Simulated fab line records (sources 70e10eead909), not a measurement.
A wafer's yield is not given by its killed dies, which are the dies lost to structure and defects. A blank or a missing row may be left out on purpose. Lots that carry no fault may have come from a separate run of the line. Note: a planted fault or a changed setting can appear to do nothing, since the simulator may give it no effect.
Problem report in the 8D (eight disciplines) form, filled by code -- flow nand harc -- the parts of the form that need people (team, actions taken, sign-off) are left out

1. WHAT WENT WRONG
At NHARC_A_ONON_D1_THK_MEAS_30, thk nm averages 779 nm over 6 wafers from 2 lots, while fault-free wafers read 1000 nm, standard deviation 12. Measured from the usual mean, that is -18 standard deviations.
The step: measures by ellipsometry.
The first sign was on wafer L356.2 at day 11 07:32, on film metro-01. Wafers with a number at this step in the record: 39, from 13 lots. Rule for "out" (also "out of limits"): further than 4 standard deviations from the usual mean. The other wafers with a number count as sound.

2. WHAT IT IS AND WHAT IT IS NOT
question,is,is not
which readings at this step,thk nm,-
which lots,"L356, L357","L342, L344, L345, L346, L347, L348, L351, L352, L361, L363, L365"
which wafers of those lots,all that have a number,-
read on which gauges,"film metro-01, film metro-02",-
when,from day 11 07:32,"up to then (24 sound wafers); but 9 sound wafers of L361, L363, L365 came after"

3. SUSPECTS, AND WHAT RULES EACH OUT
Counting: a tool stays on the suspect list if, at a process step up to the reading, it processed all lots that are out and no sound lot following the first of them.
- ruled out: the gauge at NHARC_A_ONON_D1_THK_MEAS_30. The wafers that are out were read on 2 gauges (film metro-01, film metro-02).
- pecvd onon-01 at NHARC_A_ONON_D1_DEP_28 (target thk 1000 nm): kept. All lots that are out passed through it, beginning with L356 at day 11 07:05, and no sound lot followed; its final sound lot before that point was L352 at day 10 09:19.
Left after counting: pecvd onon-01 at NHARC_A_ONON_D1_DEP_28.

4. THE CAUSE (what the simulator had put in)
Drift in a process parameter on pecvd onon-01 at NHARC_A_ONON_D1_DEP_28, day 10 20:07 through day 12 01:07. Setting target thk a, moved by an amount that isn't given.
Counting left only this tool.

5. SEQUENCE OF EFFECTS, ordered by route
One row per reading whose mean, taken over the struck wafers that have a number, lies over 3 standard deviations from the usual. Readings are gone through only where the record gives a usual standard deviation; hours: the median, over the lots, of the time from a lot's start at the first step in this table giving one to that lot's start at this step; sigmas: the change measured in usual standard deviations.
hours,step,reading,usual,on struck wafers,change,sigmas
0,NHARC_A_ONON_D1_THK_MEAS_30,thk nm,1000 nm,779,-221,-18
266,NHARC_END_SORT_01,killed at array,27,674,+647,+59
266,NHARC_END_SORT_01,killed dies,31,677,+646,+54

6. HOW IT WOULD HAVE BEEN CAUGHT EARLIER
The first out-of-limits reading at a measuring or inspecting step in this record came at day 11 07:32, 11 hours after the fault's start at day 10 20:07.
Of the lots that are out (2), L357 began NHARC_A_ONON_D1_DEP_28 on pecvd onon-01 after day 11 07:32. Holding the tool at that time would have saved it.
